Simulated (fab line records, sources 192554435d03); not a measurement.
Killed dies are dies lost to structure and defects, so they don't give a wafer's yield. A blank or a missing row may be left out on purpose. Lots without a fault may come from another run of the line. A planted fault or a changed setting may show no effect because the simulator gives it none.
Which tool did it? | flow n5_finfet | 8 lots, 24 wafers sampled, at 5 steps of a route of 1938

WHAT THE GAUGES READ, wafer by wafer
N5_HKMG_FIN_CD_MEAS_12: target cd 92.8 nm.
lot  | measured    | on        | cd_nm (nm)
L465 | day 4 05:49 | cd_sem-03 | 92.7 93.2 92.4
L466 | day 4 10:31 | cd_sem-02 | 92.3 92.5 92.3
L473 | day 6 04:06 | cd_sem-02 | 95.1 94.6 95.1
L476 | day 6 21:55 | cd_sem-02 | 95.1 94.8 94.3
L480 | day 7 21:22 | cd_sem-02 | 93.7 93.4 93.1
L482 | day 8 10:26 | cd_sem-01 | 92.7 92.0 93.3
L487 | day 9 14:11 | cd_sem-03 | 92.6 91.2 93.1
L488 | day 9 21:03 | cd_sem-03 | 92.7 92.4 92.6

WHICH TOOL RAN EACH LOT (tool, then ch and the chambers of the sampled wafers, then the start)
lot  | N5_HKMG_FIN_STRIP_57              | N5_HKMG_FIN_ETCH_58               | N5_HKMG_FIN_STRIP_93              | N5_HKMG_FIN_PEB_10
L465 | rie_diel-05 ch 1,3, day 4 02:56   | rie_diel-05 ch 1,3, day 4 02:58   | rie_diel-05 ch 1,3, day 4 03:23   | litho_track-03 ch 0, day 4 05:45
L466 | rie_diel-04 ch 2,3, day 4 07:20   | rie_diel-04 ch 2,3, day 4 07:22   | rie_diel-04 ch 2,3, day 4 07:47   | litho_track-02 ch 0, day 4 10:27
L473 | rie_diel-04 ch 1,2,3, day 6 00:37 | rie_diel-04 ch 1,2,3, day 6 00:38 | rie_diel-04 ch 1,2,3, day 6 01:03 | litho_track-03 ch 0, day 6 04:02
L476 | rie_diel-04 ch 0,1,3, day 6 18:43 | rie_diel-04 ch 0,1,3, day 6 18:44 | rie_diel-04 ch 0,1,3, day 6 19:10 | litho_track-03 ch 0, day 6 21:51
L480 | rie_diel-05 ch 0,1,3, day 7 18:21 | rie_diel-05 ch 0,1,3, day 7 18:22 | rie_diel-05 ch 0,1,3, day 7 18:48 | litho_track-01 ch 0, day 7 21:17
L482 | rie_diel-05 ch 2,3, day 8 07:26   | rie_diel-05 ch 2,3, day 8 07:27   | rie_diel-05 ch 2,3, day 8 07:53   | litho_track-01 ch 0, day 8 10:22
L487 | rie_diel-05 ch 0,1,3, day 9 11:11 | rie_diel-05 ch 0,1,3, day 9 11:13 | rie_diel-05 ch 0,1,3, day 9 11:38 | litho_track-01 ch 0, day 9 14:07
L488 | rie_diel-04 ch 1,3, day 9 17:58   | rie_diel-04 ch 1,3, day 9 17:59   | rie_diel-04 ch 1,3, day 9 18:25   | litho_track-02 ch 0, day 9 20:59
- N5_HKMG_FIN_STRIP_57: strips in CF4.
- N5_HKMG_FIN_ETCH_58: etches SOC in N2/H2, target depth 215.8 nm, time 741 s.
- N5_HKMG_FIN_STRIP_93: strips SOC in N2/H2, time 20 s.
- N5_HKMG_FIN_PEB_10: peb time 60 s.

THE ANSWER, worked out from the rows above alone
Rule: what is usual is taken from the lots themselves. Put in order of their means at a reading, lots are off if they are a third of the lots or fewer, leave a main group of 4 or more, and stand apart from it by a gap of 3 or more times the standard deviation of the main group's means; of several such gaps the widest counts. A main group whose means are all the same, to the digits that the tables above print for the reading, isn't used. A lot without any number at a reading at which 4 lots or more have one is off too. The other lots that the step has rows for count as sound.
Off: L473, L476, at N5_HKMG_FIN_CD_MEAS_12 (cd_nm). The main group: mean 92.7 nm, standard deviation 0.36.
A tool fits if, at a process step before that reading, it ran every lot that is off, and no sound lot after the first of them. The gauges at N5_HKMG_FIN_CD_MEAS_12 are tried like those tools. One fits: litho_track-03 at N5_HKMG_FIN_PEB_10. Its last sound lot is L465 (day 4 05:45), its first lot that is off L473 (day 6 04:02): a fault that began between those two fits.

WHAT THE SIMULATOR HAD PUT IN
Process parameter drift: litho_track-03, from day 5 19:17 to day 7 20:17, at N5_HKMG_FIN_PEB_10. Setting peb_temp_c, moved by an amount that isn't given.
Lots struck among those shown: L473, L476. The rule above found the same.
